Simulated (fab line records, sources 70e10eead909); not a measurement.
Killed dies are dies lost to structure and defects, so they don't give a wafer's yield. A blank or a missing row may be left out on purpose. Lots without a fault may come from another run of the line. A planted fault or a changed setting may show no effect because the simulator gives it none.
A struck lot beside a sound one | flow nand_harc | 14 steps out of a route of 1159
Sound: wafers L554.2, L554.3, L554.6. Struck: wafers L555.1, L555.2, L555.3. The cause comes at the end.
At each step with rows: each side's tool, then ch and its chambers, then its first start. Under that, the readings that differ: sound wafers | struck wafers | difference of the means | sigmas: that difference in standard deviations of wafers without a fault.
alike: readings whose means differ by less than 2 such deviations, and words and numbers that are the same on both sides. not compared: withheld readings, readings that some wafer has no value for, bounds like >300 that may hide the same value, and numbers for which the record gives no deviation and whose values overlap.
The two part at a step that has a row with sigmas, a row that says differs or no value, or rows on one side only. Numbers that don't overlap but have no deviation are shown without sigmas and don't part them. A reading that every wafer of one side lacks parts them only if that side has two wafers or more.

NHARC_A_CONTACT_OVL_MEAS_43:
  sound on overlay-02, day 16 18:46; struck on overlay-01, day 17 03:16
  reading           | sound          | struck        | difference | sigmas
  overlay_y_nm (nm) | -1.4 -1.8 -1.9 | 0.5 -0.1 -0.5 | +1.7       | +2
  alike: overlay_x_nm
NHARC_A_CONTACT_INSPECT_44:
  sound on defect_inspect-02, day 16 18:48; struck on defect_inspect-01, day 17 03:18
  alike: raw_defect_count
NHARC_A_CONTACT_DESCUM_47: chemistry O2, time 3 s.
  sound on rie_diel-12 ch 1,2, day 16 18:57; struck on rie_diel-05 ch 1,2,3, day 17 03:23
  alike: drypump_motor_current_A, oes_product_au, rf_vpp_V, showerhead_plenum_p_Torr, throttle_valve_pct
  not compared: rf_hours_counter_h
then, 1 step without rows for these wafers: NHARC_A_CONTACT_ETCH_48 (etches the open film in CF4, target depth 39 nm, time 65 s).
NHARC_A_CONTACT_ETCH_49: etches the open film in N2/H2, target depth 260 nm, time 475.3 s.
  sound on rie_diel-12 ch 0,1,2; struck on rie_diel-05 ch 1,2,3
  alike: bias_w, chamber_pressure_mTorr, drypump_motor_current_A, h2_flow_sccm, oes_product_au, rf_vpp_V, showerhead_plenum_p_Torr, throttle_valve_pct
  not compared: rf_hours_counter_h
then, 1 step without rows for these wafers: NHARC_A_CONTACT_ETCH_50 (etches the open film in CF4/CHF3, target depth 84.7 nm, time 42.4 s).
NHARC_A_CONTACT_ETCH_51: etches the open film in O2/COS, target depth 3600 nm, time 936 s.
  sound on rie_diel-08 ch 1,2,3, day 16 19:44; struck on rie_diel-05 ch 0,1,3
  alike: bias_w, chamber_pressure_mTorr, drypump_motor_current_A, oes_product_au, rf_vpp_V, showerhead_plenum_p_Torr, throttle_valve_pct
  not compared: rf_hours_counter_h
NHARC_A_CONTACT_ETCH_111: etches the open film in C4F8/O2/Ar, time 140 s, target depth 700 nm.
  sound on har_cap_etch-02 ch 0,1, day 16 20:24; struck on har_cap_etch-03 ch 0,1, day 17 04:55
  alike: chamber_pressure_mTorr, oes_air_line_au
  not compared: rf_hours_counter_h
then, 1 step without rows for these wafers: NHARC_A_CONTACT_ETCH_112 (etches the open film in C4F8/O2/Ar, time 94 s, target depth 922 nm).
NHARC_A_CONTACT_ETCH_113: etches the open film in C4F8/O2/Ar, time 94 s, target depth 922 nm.
  sound on har_cap_etch-02 ch 0,1, day 16 20:41; struck on har_cap_etch-03 ch 0,1, day 17 05:12
  alike: chamber_pressure_mTorr, oes_air_line_au
  not compared: rf_hours_counter_h
then, 2 steps without rows for these wafers: NHARC_A_CONTACT_ETCH_114 (etches the open film in C4F8/O2/Ar, time 94 s, target depth 922 nm); NHARC_A_CONTACT_ETCH_115 (etches the open film in C4F8/O2/Ar, time 94 s, target depth 922 nm).
NHARC_A_CONTACT_ETCH_116: etches the open film in C4F8/O2/Ar, time 94 s, target depth 922 nm.
  sound on har_cap_etch-02 ch 0,1, day 16 20:58; struck on har_cap_etch-03 ch 0,1, day 17 05:28
  no value came back on the struck wafers for chamber_pressure_mTorr (mTorr), oes_air_line_au (a.u.); on the sound wafers chamber_pressure_mTorr (mTorr) reads 20.009 20.029 20.016
  not compared: rf_hours_counter_h
then, 1 step without rows for these wafers: NHARC_A_CONTACT_ETCH_117 (etches the open film in C4F8/O2/Ar, time 94 s, target depth 922 nm).

WHERE THEY PART
First at NHARC_A_CONTACT_OVL_MEAS_43; last, within this record, at NHARC_A_CONTACT_ETCH_116.

WHY: what the simulator had put in
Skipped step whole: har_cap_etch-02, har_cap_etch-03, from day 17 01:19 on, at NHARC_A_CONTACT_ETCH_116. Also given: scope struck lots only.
